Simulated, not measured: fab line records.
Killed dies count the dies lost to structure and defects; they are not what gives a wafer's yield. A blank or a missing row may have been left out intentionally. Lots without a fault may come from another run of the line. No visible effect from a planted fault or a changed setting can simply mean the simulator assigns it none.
Chamber matching    flow n5Finfet    N5_SDB_STRIP_21 on rieDiel-06 has 4 sister chambers
The step strips in CF4. 8 wafers are shown with their chamber, then 8 later ones without.

== WAFERS, EACH WITH ITS CHAMBER ==
wafer   chamber  drypumpMotorCurrentA (A)  showerheadPlenumPTorr (Torr)
L076.2  1        5.9                       1.71
L087.1  2        6.2                       1.78
L087.5  0        4.9                       1.71
L087.6  1        5.9                       1.70
L089.1  3        6.5                       1.85
L089.4  3        6.4                       1.85
L089.5  2        6.2                       1.78
L091.2  0        4.9                       1.70

== WAFERS WITH NO CHAMBER GIVEN ==
wafer   drypumpMotorCurrentA (A)  showerheadPlenumPTorr (Torr)
L091.3  6.2                       1.78
L091.6  4.9                       1.71
L095.2  6.2                       1.77
L095.3  4.9                       1.70
L095.4  5.9                       1.91
L097.3  4.9                       1.70
L097.5  5.9                       1.91
L097.6  6.2                       1.77

== WHICH CHAMBER EACH WENT THROUGH ==
wafer    from the rows above   in truth
L091.3   2                     2
L091.6   0                     0
L095.2   2                     2
L095.3   0                     0
L095.4   3                     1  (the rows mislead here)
L097.3   0                     0
L097.5   3                     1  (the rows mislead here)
L097.6   2                     2
6 of 8 placed correctly. Can't be placed from these rows: 0. Number placed wrongly: 2.
How it was worked out, from the rows above alone: a wafer's distance from a chamber is the root of the sum, over the readings, of the square of ((its reading less the chamber's mean) divided by the reading's scatter). The wafer belongs to the nearest chamber; if the next one is less than 2 further off, it can't be placed. Each chamber's mean is taken over the wafers shown for it. The scatter is the square root of a quotient: the sum, over the shown wafers, of each reading's squared deviation from its chamber's mean, divided by wafers minus chambers.
